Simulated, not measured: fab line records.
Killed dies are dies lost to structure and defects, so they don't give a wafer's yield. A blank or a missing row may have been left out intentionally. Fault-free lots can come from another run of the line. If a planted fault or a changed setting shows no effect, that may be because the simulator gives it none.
Struck lot and sound lot, side by side || flow n5Finfet || 21 steps out of a route of 1938
Sound: wafers L526.1, L526.3, L526.4. The struck wafers were L538.2, L538.3, L538.6. Last of all comes the cause.
At each step with rows: each side's tool, then ch and its chambers, then its first start. Under that, the readings that differ: sound wafers || struck wafers || difference of the means || sigmas: that difference in standard deviations of wafers without a fault.
alike: words and numbers the same on both sides, and readings whose means are apart by under 2 such deviations; not compared: readings that were withheld, readings missing a value for some wafer, numbers with overlapping values and no deviation given by the record, and bounds like >300 which may hide the same value.
A row with sigmas, a row that says differs or no value, or rows on one side alone: a step with any of these is where the two part. Non-overlapping numbers with no deviation appear without sigmas and do not part them. Lack of a reading on every wafer of one side parts them only where that side has two or more wafers.

N5_BEOL_M7_RS_MEAS_57: a four-point-probe measurement.
  struck on filmMetro-01, day 13 04:55; sound on filmMetro-02, day 9 08:25
  alike: M7_RS
N5_BEOL_M7_INSPECT_58: inspects for defects (darkfield).
  struck on defectInspect-02, day 13 04:57; sound on defectInspect-02, day 9 08:27
{"reading": "rawDefectCount", "sound": "29 45 44", "struck": "73 100 100", "difference": "+52", "sigmas": "+2"}
N5_BEOL_M8_ILD_DEP_00: deposits SiCOH lowk from DEMS/porogen, target thk 179.75 nm, time 33.4 s.
  sound on pecvd-03 ch 0,1,2, day 9 08:29; struck on pecvd-01 ch 0,1,2, day 13 04:59
  alike: heaterPowerW, showerheadPlenumPTorr, throttleValvePct
then, 1 step without rows for these wafers: N5_BEOL_M8_CURE_74 (cures SiCOH lowk, time 240 s).
N5_BEOL_M8_THK_MEAS_01:
  struck on filmMetro-02, day 13 05:34; sound on filmMetro-02, day 9 09:32
  alike: M8_ILD_THK
N5_BEOL_M8_PECVD_70: deposits SiO2 from TEOS/O2, target thk 20 nm, time 22.7 s.
  sound on pecvd-04 ch 0,1, day 9 09:35; struck on pecvd-04 ch 0,2, day 13 05:36
  alike: heaterPowerW, showerheadPlenumPTorr, throttleValvePct
N5_BEOL_M8_HM_DEP_02: deposits TiN, target thk 20 nm.
  struck on pvdSputter-01, day 13 05:49; sound on pvdSputter-01, day 9 12:07
  alike: chamberPressurePa, throttleValvePct
then, 5 steps without rows for these wafers: N5_BEOL_M8_COAT_59 (time 60 s, resist thk 100 nm); N5_BEOL_M8_COAT_60 (time 60 s, resist thk 35 nm); N5_BEOL_M8_COAT_05 (resist thk 90 nm); N5_BEOL_M8_EBR_07; N5_BEOL_M8_SOFTBAKE_06 (time 60 s).
N5_BEOL_M8_EXPOSE_08: exposes mask M8.
  sound on arfiScanner-02 ch 0, day 9 12:29; struck on arfiScanner-03 ch 0, day 13 06:11
  alike: mask
then, 2 steps without rows for these wafers: N5_BEOL_M8_PEB_09 (peb time 60 s); N5_BEOL_M8_DEVELOP_10 (develop time 30 s).
N5_BEOL_M8_CD_MEAS_11 targets a cd of 38.5 nm.
  sound on cdSem-01 ch 0, day 9 12:37; struck on cdSem-01 ch 0, day 13 06:19
  alike: cdNm
N5_BEOL_M8_OVL_MEAS_12:
  sound on overlay-01 ch 0, day 9 12:39; struck on overlay-02 ch 0, day 13 06:20
  alike: M8_OVL
N5_BEOL_M8_INSPECT_13: inspects for defects (brightfield).
  struck on defectInspect-01, day 13 06:22; sound on defectInspect-02, day 9 12:41
  alike: rawDefectCount
N5_BEOL_M8_DESCUM_16: chemistry O2, time 7.9 s.
  sound on rieDiel-02 ch 1,2,3, day 9 12:43; struck on rieDiel-02 ch 0,2,3, day 13 06:24
  alike: drypumpMotorCurrentA, oesProductAu, rfVppV, showerheadPlenumPTorr, throttleValvePct
  not compared: rfHoursCounterH
N5_BEOL_M8_ETCH_61: etches SiARC in CF4, target depth 45.5 nm, time 75.8 s.
  sound on rieDiel-02 ch 1,2,3, day 9 12:46; struck on rieDiel-02 ch 0,2,3, day 13 06:26
{"reading": "model.BEOL_M8.cdOffsetNm (nm)", "sound": "0 0.2 0.8", "struck": "-1 -0.6 -1", "difference": -1, "sigmas": ""}
  alike: drypumpMotorCurrentA, etchRfOnTimeS, mfcArSccm, oesProductAu, rfVppV, showerheadPlenumPTorr, throttleValvePct
  not compared: rfHoursCounterH
N5_BEOL_M8_ETCH_62: etches SOC in N2/H2, target depth 110 nm, overetch 22 nm, time 165 s.
  sound on rieDiel-02 ch 1,2,3, day 9 12:49; struck on rieDiel-02 ch 0,2,3, day 13 06:29
  alike: drypumpMotorCurrentA, oesProductAu, rfVppV, showerheadPlenumPTorr, throttleValvePct
  not compared: rfHoursCounterH

== WHERE THEY PART ==
Only at N5_BEOL_M7_INSPECT_58, as far as this record shows. Later steps at which nothing parts them and some readings are alike: N5_BEOL_M8_ILD_DEP_00, N5_BEOL_M8_THK_MEAS_01, N5_BEOL_M8_PECVD_70, N5_BEOL_M8_HM_DEP_02, N5_BEOL_M8_EXPOSE_08, N5_BEOL_M8_CD_MEAS_11, N5_BEOL_M8_OVL_MEAS_12, N5_BEOL_M8_INSPECT_13, N5_BEOL_M8_DESCUM_16, N5_BEOL_M8_ETCH_61, N5_BEOL_M8_ETCH_62.

WHY: what had been put in by the simulator
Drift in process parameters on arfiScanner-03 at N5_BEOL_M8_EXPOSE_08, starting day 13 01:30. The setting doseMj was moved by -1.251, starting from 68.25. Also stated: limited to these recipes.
